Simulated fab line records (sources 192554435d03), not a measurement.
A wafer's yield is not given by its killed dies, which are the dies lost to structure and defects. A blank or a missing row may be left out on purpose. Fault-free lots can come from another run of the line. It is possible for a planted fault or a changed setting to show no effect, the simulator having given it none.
What tool caused it?	flow n5 finfet	72 wafers from 24 lots sampled at 5 of the route's 1938 steps

== WHAT THE GAUGES SHOWED, per wafer ==
N5_BEOL_M1_OCD_MEAS_38. Usual: trench depth nm at 54.9 nm, with a standard deviation of 1.2.
lot	measured	on	trench depth nm (nm)	flag
L074	day 6 11:22	ocd-01	53.1 56.0 52.6	
L075	day 6 14:11	ocd-01	54.2 54.2 53.6	
L076	day 6 14:22	ocd-02	55.9 53.9 56.1	
L077	day 7 02:07	ocd-02	55.0 53.9 53.9	
L078	day 7 09:56	ocd-02	54.0 53.4 53.4	
L079	day 7 10:41	ocd-02	54.6 53.7 56.6	
L080	day 7 16:23	ocd-01	56.3 57.1 55.2	
L081	day 7 23:49	ocd-01	55.9 56.8 56.1	
L082	day 8 08:17	ocd-01	54.3 56.1 55.8	
L083	day 8 13:59	ocd-01	56.6 54.6 54.2	
L084	day 8 14:01	ocd-01	56.5 56.2 55.8	
L085	day 9 07:31	ocd-01	54.7 56.0 54.2	
L086	day 9 08:35	ocd-02	53.6 54.8 55.3	
L087	day 9 14:37	ocd-01	53.6 55.2 53.3	
L088	day 9 15:28	ocd-01	53.9 54.4 54.6	
L089	day 10 00:15	ocd-02	54.2 56.2 53.8	
L090	day 10 07:28	ocd-02	56.3 54.4 56.1	
L091	day 10 07:49	ocd-01	53.3 54.5 53.1	
L093	day 11 00:50	ocd-02	53.8 53.7 53.7	
L092	day 11 10:21	ocd-02	55.3 55.9 55.3	
L094	day 11 22:56	ocd-02	55.4 54.5 54.4	
L095	day 11 22:57	ocd-01	54.4 54.9 54.2	
L096	day 12 01:59	ocd-02	53.9 55.0 53.1	
L097	day 12 08:58	ocd-01	55.5 55.6 55.9	

== WHAT TOOL EACH LOT RAN ON (gives the tool, then ch and the chambers of the sampled wafers, and finally the start) ==
lot	N5_BEOL_M0_CO_CAP_123	N5_BEOL_M1_ETCH_74	N5_BEOL_M1_ETCH_69	N5_BEOL_M1_STRIP_97
L074	cvd co-01 ch 1,2, day 6 07:01	rie diel-01 ch 0,1,3, day 6 08:28	rie diel-03 ch 1,2,3, day 6 09:26	rie diel-03 ch 2,3, day 6 11:22 or earlier
L075	cvd co-01 ch 0,1, day 6 09:38	rie diel-03 ch 0,1,2, day 6 11:22	rie diel-03 ch 1,2, day 6 12:28	rie diel-03 ch 0,1, day 6 14:11 or earlier
L076	cvd co-01 ch 0,1, day 6 11:11	rie diel-01 ch 0,1, day 6 12:44	rie diel-01 ch 1,3, day 6 13:44	rie diel-01 ch 1,2, day 6 14:22 or earlier
L077	cvd co-01 ch 0,1,2, day 6 19:53	rie diel-06 ch 0,2,3, day 6 22:26	rie diel-03 ch 0,1, day 6 23:19	rie diel-03 ch 0,1, day 7 02:07 or earlier
L078	cvd co-02 ch 0,1,2, day 7 03:51	rie diel-03 ch 0,2, day 7 05:43	rie diel-01 ch 0,1,2, day 7 06:49	rie diel-03 ch 2,3, day 7 09:56 or earlier
L079	cvd co-01 ch 0,2, day 7 05:31	rie diel-03 ch 0,2,3, day 7 06:29	rie diel-06 ch 0,1,2, day 7 07:30	rie diel-01 ch 0,1,2, day 7 10:41 or earlier
L080	cvd co-02 ch 0,1,2, day 7 12:19	rie diel-06 ch 0,2,3, day 7 14:10	rie diel-01 ch 0,1,2, day 7 15:39	rie diel-06 ch 0,1,3, day 7 16:23 or earlier
L081	cvd co-01 ch 1,2, day 7 17:24	rie diel-01 ch 0,3, day 7 19:40	rie diel-06 ch 0,1,3, day 7 20:46	rie diel-06 ch 0,3, day 7 23:49 or earlier
L082	cvd co-01 ch 0,1,2, day 8 03:28	rie diel-06 ch 2,3, day 8 06:16	rie diel-06 ch 0,1,3, day 8 07:17	rie diel-01 ch 0,1,3, day 8 08:17 or earlier
L083	cvd co-01 ch 0,1,2, day 8 09:08	rie diel-06 ch 0,1,2, day 8 11:40	rie diel-01 ch 0,2,3, day 8 12:36	rie diel-03 ch 0,3, day 8 13:59 or earlier
L084	cvd co-01 ch 0,2, day 8 09:55	rie diel-01 ch 0,2, day 8 11:48	rie diel-01 ch 0,2,3, day 8 12:43	rie diel-06 ch 0,2,3, day 8 14:01 or earlier
L085	cvd co-02 ch 0,1,2, day 9 02:59	rie diel-06 ch 0,1,2, day 9 04:16	rie diel-06 ch 0,1,3, day 9 05:36	rie diel-03 ch 2,3, day 9 07:31 or earlier
L086	cvd co-02 ch 1,2, day 9 03:13	rie diel-06 ch 0,1,3, day 9 06:05	rie diel-03 ch 2,3, day 9 07:04	rie diel-01 ch 1,2, day 9 08:35 or earlier
L087	cvd co-02 ch 0,1,2, day 9 09:19	rie diel-06 ch 0,1,3, day 9 11:47	rie diel-03 ch 1,2,3, day 9 12:53	rie diel-03 ch 1,2,3, day 9 14:37 or earlier
L088	cvd co-02 ch 0,1,2, day 9 10:10	rie diel-03 ch 0,2,3, day 9 12:08	rie diel-06 ch 0,1,3, day 9 13:09	rie diel-03 ch 0,1,2, day 9 15:28 or earlier
L089	cvd co-01 ch 1,2, day 9 17:52	rie diel-06 ch 0,3, day 9 19:49	rie diel-03 ch 0,1,2, day 9 20:53	rie diel-03 ch 0,2,3, day 10 00:15 or earlier
L090	cvd co-01 ch 0,2, day 10 00:12	rie diel-01 ch 1,2, day 10 01:47	rie diel-01 ch 0,1, day 10 02:41	rie diel-01 ch 0,1, day 10 07:28 or earlier
L091	cvd co-02 ch 0,1, day 10 02:02	rie diel-01 ch 0,1,2, day 10 03:34	rie diel-03 ch 0,3, day 10 04:28	rie diel-03 ch 0,2, day 10 07:49 or earlier
L093	cvd co-02 ch 0,1, day 10 21:06	rie diel-01 ch 1,2, day 10 23:07	rie diel-06 ch 0,1,2, day 11 00:08	rie diel-01 ch 0,2, day 11 00:50 or earlier
L092	cvd co-01 ch 0,1, day 10 21:32	rie diel-01 ch 1,3, day 10 23:20	rie diel-06 ch 0,1, day 11 00:14	rie diel-06 ch 0,1, day 11 10:21 or earlier
L094	cvd co-02 ch 0,1,2, day 11 00:42	rie diel-06 ch 0,1,2, day 11 01:52	rie diel-06 ch 0,1,3, day 11 02:50	rie diel-01 ch 0,2,3, day 11 22:56 or earlier
L095	cvd co-01 ch 0, day 11 13:18	rie diel-03 ch 0,2,3, day 11 17:01	rie diel-03 ch 0,1, day 11 18:16	rie diel-03 ch 1,2, day 11 22:57 or earlier
L096	cvd co-01 ch 0,1, day 11 21:09	rie diel-03 ch 0,2,3, day 11 22:57	rie diel-01 ch 0,1,2, day 11 23:55	rie diel-01 ch 0,1,2, day 12 01:59 or earlier
L097	cvd co-02 ch 1,2, day 12 02:55	rie diel-01 ch 1,3, day 12 06:00	rie diel-03 ch 1,2, day 12 07:01	rie diel-06 ch 1,3, day 12 08:58 or earlier
- N5_BEOL_M0_CO_CAP_123: material Co, precursor CCTBA/H2, target thk 2 nm, time 102.1 s.
- N5_BEOL_M1_ETCH_74: etches underlayer in N2/H2, target depth 6.5 nm, time 5.2 s.
- N5_BEOL_M1_ETCH_69: etches SiARC in CF4, target depth 15.6 nm, time 26 s.
- N5_BEOL_M1_STRIP_97: strips in N2/H2, time 10 s.

== WHAT THE TOOLS THEMSELVES READ (means of the sampled wafers that have a number; where no wafer has one, the mark that the record gives instead) ==
N5_BEOL_M0_CO_CAP_123. Usual: heater power w at 242 W, with a standard deviation of 20.
lot	tool	heater power w (W)	flag
L074	cvd co-01	239	
L075	cvd co-01	217	
L076	cvd co-01	223	
L077	cvd co-01	240	
L078	cvd co-02	254	
L079	cvd co-01	252	
L080	cvd co-02	253	
L081	cvd co-01	235	
L082	cvd co-01	235	
L083	cvd co-01	237	
L084	cvd co-01	235	
L085	cvd co-02	253	
L086	cvd co-02	254	
L087	cvd co-02	253	
L088	cvd co-02	251	
L089	cvd co-01	240	
L090	cvd co-01	231	
L091	cvd co-02	252	
L093	cvd co-02	251	
L092	cvd co-01	225	
L094	cvd co-02	256	
L095	cvd co-01	218	
L096	cvd co-01	217	
L097	cvd co-02	251	

N5_BEOL_M1_ETCH_74. Usual: drypump motor current A 5.9 A, standard deviation 0.44; etch rf on time s 5.19 s, standard deviation 0.17; oes product au 0.65 a.u., standard deviation 0.061; rf vpp V 523 V, standard deviation 3.2; showerhead plenum p Torr 2.53 Torr, standard deviation 0.11; throttle valve pct 17.97 %, standard deviation 0.28.
lot	tool	drypump motor current A (A)	etch rf on time s (s)	oes product au (a.u.)	rf vpp V (V)	showerhead plenum p Torr (Torr)	throttle valve pct (%)	flag
L074	rie diel-01	5.5	5.17	0.63	524	2.57	18.24	
L075	rie diel-03	6.3	5.31	0.61	525	2.57	18.04	
L076	rie diel-01	5.5	5.28	0.60	525	2.55	18.13	
L077	rie diel-06	6.0	5.00	0.65	520	2.43	17.82	
L078	rie diel-03	5.9	5.29	0.63	528	2.64	18.11	
L079	rie diel-03	5.9	5.30	0.63	525	2.59	17.92	
L080	rie diel-06	6.0	4.98	0.64	520	2.42	17.83	
L081	rie diel-01	5.4	5.27	0.63	524	2.57	18.37	
L082	rie diel-06	5.8	5.04	0.64	518	2.39	17.87	
L083	rie diel-06	6.2	5.21	0.66	524	2.54	17.90	
L084	rie diel-01	5.4	5.35	0.61	525	2.60	18.07	
L085	rie diel-06	6.2	5.17	0.66	523	2.54	17.90	
L086	rie diel-06	6.3	5.13	0.68	521	2.50	17.70	
L087	rie diel-06	6.3	5.15	0.68	521	2.50	17.70	
L088	rie diel-03	6.0	5.25	0.63	526	2.58	17.95	
L089	rie diel-06	6.1	4.94	0.66	519	2.38	17.65	
L090	rie diel-01	5.5	5.24	0.74	526	2.60	17.81	
L091	rie diel-01	5.5	5.32	0.66	525	2.58	17.97	
L093	rie diel-01	5.5	5.31	0.66	525	2.61	17.93	
L092	rie diel-01	5.5	5.18	0.73	525	2.57	17.97	
L094	rie diel-06	6.2	5.07	0.73	523	2.53	17.80	
L095	rie diel-03	6.0	5.27	0.61	525	2.57	17.97	
L096	rie diel-03	5.9	5.26	0.61	524	2.57	17.97	
L097	rie diel-01	5.4	5.20	0.68	525	2.57	18.28	

N5_BEOL_M1_ETCH_69. Usual: drypump motor current A 6.0 A, standard deviation 0.46; etch rf on time s 26.0 s, standard deviation 0.88; oes product au 0.64 a.u., standard deviation 0.06; rf vpp V 183.9 V, standard deviation 1.2; showerhead plenum p Torr 2.13 Torr, standard deviation 0.086; throttle valve pct 15.71 %, standard deviation 0.3.
lot	tool	drypump motor current A (A)	etch rf on time s (s)	oes product au (a.u.)	rf vpp V (V)	showerhead plenum p Torr (Torr)	throttle valve pct (%)	flag
L074	rie diel-03	6.3	26.4	0.63	183.2	2.12	15.70	
L075	rie diel-03	6.6	26.1	0.60	182.9	2.11	15.94	
L076	rie diel-01	5.5	25.2	0.63	184.8	2.19	16.02	
L077	rie diel-03	6.5	26.3	0.62	184.0	2.11	15.94	
L078	rie diel-01	5.5	26.2	0.61	184.3	2.18	15.90	
L079	rie diel-06	6.2	25.7	0.67	184.0	2.14	15.62	
L080	rie diel-01	5.5	26.3	0.61	184.2	2.18	15.90	
L081	rie diel-06	6.3	25.2	0.70	184.1	2.10	15.37	
L082	rie diel-06	6.3	25.6	0.69	183.7	2.10	15.38	
L083	rie diel-01	5.4	26.2	0.62	184.1	2.17	15.89	
L084	rie diel-01	5.5	26.4	0.62	184.4	2.17	15.89	
L085	rie diel-06	6.3	25.8	0.68	183.6	2.10	15.39	
L086	rie diel-03	6.1	27.1	0.60	183.7	2.17	15.73	
L087	rie diel-03	6.3	26.4	0.61	183.3	2.11	15.74	
L088	rie diel-06	6.3	25.4	0.69	183.1	2.10	15.40	
L089	rie diel-03	6.3	26.7	0.60	184.2	2.16	15.96	
L090	rie diel-01	5.5	25.9	0.74	184.4	2.17	15.71	
L091	rie diel-03	5.8	25.8	0.65	184.7	2.12	15.51	
L093	rie diel-06	6.2	25.4	0.73	183.8	2.13	15.51	
L092	rie diel-06	6.5	25.7	0.66	183.2	2.11	15.42	
L094	rie diel-06	6.3	25.3	0.67	183.2	2.09	15.42	
L095	rie diel-03	6.1	26.5	0.61	184.3	2.15	15.98	
L096	rie diel-01	5.5	26.2	0.65	184.8	2.17	15.79	
L097	rie diel-03	6.4	26.9	0.57	184.4	2.16	16.01	

N5_BEOL_M1_STRIP_97. Usual: drypump motor current A 5.9 A, standard deviation 0.46; oes product au 0.75 a.u., standard deviation 0.073; rf vpp V 59.2 V, standard deviation 0.92; showerhead plenum p Torr 2.53 Torr, standard deviation 0.1; throttle valve pct 23.8 %, standard deviation 0.32.
lot	tool	drypump motor current A (A)	oes product au (a.u.)	rf vpp V (V)	showerhead plenum p Torr (Torr)	throttle valve pct (%)	flag
L074	rie diel-03	6.1	0.74	58.8	2.58	23.5	
L075	rie diel-03	6.5	0.72	60.4	2.49	23.9	
L076	rie diel-01	5.5	0.71	59.7	2.60	23.8	
L077	rie diel-03	6.5	0.71	59.0	2.49	23.9	
L078	rie diel-03	6.1	0.74	59.3	2.58	23.5	
L079	rie diel-01	5.5	0.71	58.9	2.58	23.9	
L080	rie diel-06	6.3	0.81	59.1	2.50	23.5	
L081	rie diel-06	6.1	0.77	58.7	2.38	23.4	
L082	rie diel-01	5.5	0.72	59.5	2.56	24.1	
L083	rie diel-03	5.8	0.77	59.7	2.58	23.9	
L084	rie diel-06	6.0	0.75	58.7	2.42	23.6	
L085	rie diel-03	6.1	0.73	58.9	2.57	23.5	
L086	rie diel-01	5.5	0.89	59.5	2.60	23.5	
L087	rie diel-03	6.3	0.72	59.8	2.49	23.6	
L088	rie diel-03	6.3	0.71	59.4	2.55	23.8	
L089	rie diel-03	6.0	0.74	59.1	2.57	23.7	
L090	rie diel-01	5.5	0.84	59.7	2.55	23.6	
L091	rie diel-03	6.0	0.71	60.0	2.62	23.7	
L093	rie diel-01	5.4	0.70	59.0	2.59	23.9	
L092	rie diel-06	6.5	0.81	59.5	2.61	23.5	
L094	rie diel-01	5.4	0.71	59.6	2.57	24.1	
L095	rie diel-03	6.4	0.67	58.7	2.54	23.6	
L096	rie diel-01	5.5	0.77	58.7	2.57	23.7	
L097	rie diel-06	6.1	0.78	59.1	2.46	23.6	

== THE ANSWER, worked out from the rows above alone ==
Rule: take the mean of a lot's wafers that have a number; if it is more than 3 standard deviations from the usual mean, the lot is off. A lot without any number at a reading at which 4 lots or more have one is off too. Any other lot the step has rows for is counted as sound. After the gauges, taken in route order, come the tools' own readings; for these a lot's mean is taken, as printed above. The first step at which some lot is off is used, and at that step the reading that is off furthest; a lot without a number counts as furthest.
No lot is off on any of the readings shown, so nothing can be concluded from this.

== WHAT THE SIMULATOR PUT IN ==
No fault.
